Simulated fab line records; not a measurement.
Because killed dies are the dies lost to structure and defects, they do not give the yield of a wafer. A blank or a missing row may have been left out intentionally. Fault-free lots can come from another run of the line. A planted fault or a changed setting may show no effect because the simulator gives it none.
Chamber matching | flow nand-harc | rie-diel-04 running NHARC_A_STAIRCASE_ETCH_169: 4 sister chambers
The step etches the open film in CH3F/O2, target depth 50 nm, time 107.1 s. 4 wafers are shown with their chamber, then 7 later ones without.

## EACH WAFER AND ITS CHAMBER
wafer  | chamber | drypump-motor-current-A (A)
L086.2 | 2       | 6.7
L086.5 | 3       | 5.6
L090.1 | 0       | 6.5
L090.4 | 1       | 5.8

## WAFERS WITHOUT THEIR CHAMBER
wafer  | drypump-motor-current-A (A)
L090.5 | 5.6
L094.1 | 6.6
L094.2 | 5.6
L094.5 | 5.9
L097.1 | 5.6
L097.3 | 6.4
L097.6 | 6.7

## EACH ONE'S CHAMBER
wafer  | from the rows above     | in truth
L090.5 | 3                       | 3
L094.1 | can't be placed: 0 or 2 | 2
L094.2 | 3                       | 3
L094.5 | 1                       | 1
L097.1 | 3                       | 3
L097.3 | 0                       | 0
L097.6 | 2                       | 2
Placed correctly: 6 of 7. Can't be placed from these rows: 1 (the true chamber is among the candidates in 1). Wrongly placed: 0.
How it was worked out, from the rows above alone: a wafer's distance from a chamber is the root of the sum, over the readings, of the square of ((its reading less the chamber's mean) divided by the reading's scatter). The wafer belongs to the nearest chamber; if the next one is less than 2 further off, it can't be placed. A chamber's mean is the mean of its shown wafers. The scatter: root of mean squared gap, hidden wafer to nearest shown wafer, with one shown wafer a chamber.
